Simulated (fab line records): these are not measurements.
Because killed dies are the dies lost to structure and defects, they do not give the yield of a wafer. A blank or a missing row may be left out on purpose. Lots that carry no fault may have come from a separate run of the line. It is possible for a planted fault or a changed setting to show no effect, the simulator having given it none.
Matching of chambers || flow n5 finfet || rie diel-02 running N5_BEOL_M12_ETCH_59: 4 sister chambers
The step etches BARC in N2/H2, target depth 89 nm, overetch 26.7 nm, time 67.9 s. 4 wafers are shown with their chamber, then 9 later ones without.

== WAFERS, EACH WITH ITS CHAMBER ==
{"wafer": "L082.1", "chamber": 0, "showerhead plenum p Torr (Torr)": 2.58}
{"wafer": "L086.4", "chamber": 1, "showerhead plenum p Torr (Torr)": 2.62}
{"wafer": "L091.3", "chamber": 2, "showerhead plenum p Torr (Torr)": 2.49}
{"wafer": "L091.4", "chamber": 3, "showerhead plenum p Torr (Torr)": 2.66}

== WAFERS WITH NO CHAMBER GIVEN ==
{"wafer": "L089.1", "showerhead plenum p Torr (Torr)": 2.49}
{"wafer": "L089.4", "showerhead plenum p Torr (Torr)": 2.57}
{"wafer": "L089.6", "showerhead plenum p Torr (Torr)": 2.66}
{"wafer": "L092.2", "showerhead plenum p Torr (Torr)": 2.57}
{"wafer": "L092.4", "showerhead plenum p Torr (Torr)": 2.57}
{"wafer": "L092.6", "showerhead plenum p Torr (Torr)": 2.49}
{"wafer": "L096.2", "showerhead plenum p Torr (Torr)": 2.56}
{"wafer": "L096.3", "showerhead plenum p Torr (Torr)": 2.61}
{"wafer": "L096.4", "showerhead plenum p Torr (Torr)": 2.49}

== WHICH CHAMBER EACH ONE RAN IN ==
{"wafer": "L089.1", "from the rows above": 2, "in truth": 2}
{"wafer": "L089.4", "from the rows above": 0, "in truth": 0}
{"wafer": "L089.6", "from the rows above": 3, "in truth": 3}
{"wafer": "L092.2", "from the rows above": 0, "in truth": 0}
{"wafer": "L092.4", "from the rows above": 0, "in truth": 0}
{"wafer": "L092.6", "from the rows above": 2, "in truth": 2}
{"wafer": "L096.2", "from the rows above": 0, "in truth": 0}
{"wafer": "L096.3", "from the rows above": 1, "in truth": 1}
{"wafer": "L096.4", "from the rows above": 2, "in truth": 2}
9 of 9 placed correctly. Number that these rows cannot place: 0. Number placed wrongly: 0.
How it was worked out, from the rows above alone: a wafer's distance from a chamber is the root of the sum, over the readings, of the square of ((its reading less the chamber's mean) divided by the reading's scatter). If the next closest chamber is less than 2 further off than the closest, the wafer can't be placed; otherwise it belongs to the closest. Each chamber's mean is taken over the wafers shown for it. The scatter: root of mean squared gap, hidden wafer to nearest shown wafer, with one shown wafer a chamber.
